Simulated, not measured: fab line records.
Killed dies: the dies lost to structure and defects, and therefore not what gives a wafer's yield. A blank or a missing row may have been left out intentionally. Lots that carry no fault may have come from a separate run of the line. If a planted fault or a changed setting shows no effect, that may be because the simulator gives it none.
Matching of chambers / flow n5-finfet / N5_BEOL_M9_VIA_ETCH_34 on rie-diel-05: 4 sister chambers
The step etches SiCOH lowk in C4F6/O2, target depth 182.4 nm, time 68.4 s. 4 wafers are shown with their chamber, then 10 later ones without.

## WAFERS WITH THEIR CHAMBER
wafer=L085.4; chamber=2; showerhead-plenum-p-Torr (Torr)=2.62
wafer=L089.2; chamber=3; showerhead-plenum-p-Torr (Torr)=2.97
wafer=L090.2; chamber=0; showerhead-plenum-p-Torr (Torr)=2.77
wafer=L090.3; chamber=1; showerhead-plenum-p-Torr (Torr)=2.70

## WAFERS MISSING THEIR CHAMBER
wafer=L090.6; showerhead-plenum-p-Torr (Torr)=2.62
wafer=L091.1; showerhead-plenum-p-Torr (Torr)=2.96
wafer=L091.3; showerhead-plenum-p-Torr (Torr)=2.62
wafer=L091.6; showerhead-plenum-p-Torr (Torr)=2.77
wafer=L096.2; showerhead-plenum-p-Torr (Torr)=2.96
wafer=L096.3; showerhead-plenum-p-Torr (Torr)=2.77
wafer=L096.5; showerhead-plenum-p-Torr (Torr)=2.61
wafer=L097.1; showerhead-plenum-p-Torr (Torr)=2.77
wafer=L097.2; showerhead-plenum-p-Torr (Torr)=2.61
wafer=L097.3; showerhead-plenum-p-Torr (Torr)=3.04

## EACH ONE'S CHAMBER
wafer=L090.6; from the rows above=2; in truth=2
wafer=L091.1; from the rows above=3; in truth=3
wafer=L091.3; from the rows above=2; in truth=2
wafer=L091.6; from the rows above=0; in truth=0
wafer=L096.2; from the rows above=3; in truth=3
wafer=L096.3; from the rows above=0; in truth=0
wafer=L096.5; from the rows above=2; in truth=2
wafer=L097.1; from the rows above=0; in truth=0
wafer=L097.2; from the rows above=2; in truth=2
wafer=L097.3; from the rows above=3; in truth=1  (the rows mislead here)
Correct placement for 9 of the 10. From these rows, 0 cannot be placed. 1 placed wrongly.
How it was worked out, from the rows above alone: a wafer's distance from a chamber is the root of the sum, over the readings, of the square of ((its reading less the chamber's mean) divided by the reading's scatter). If the next closest chamber is less than 2 further off than the closest, the wafer can't be placed; otherwise it belongs to the closest. Each chamber's mean is taken over the wafers shown for it. The scatter: with one shown wafer a chamber, the root of the mean of the squares of how far each hidden wafer lies from its nearest shown one.
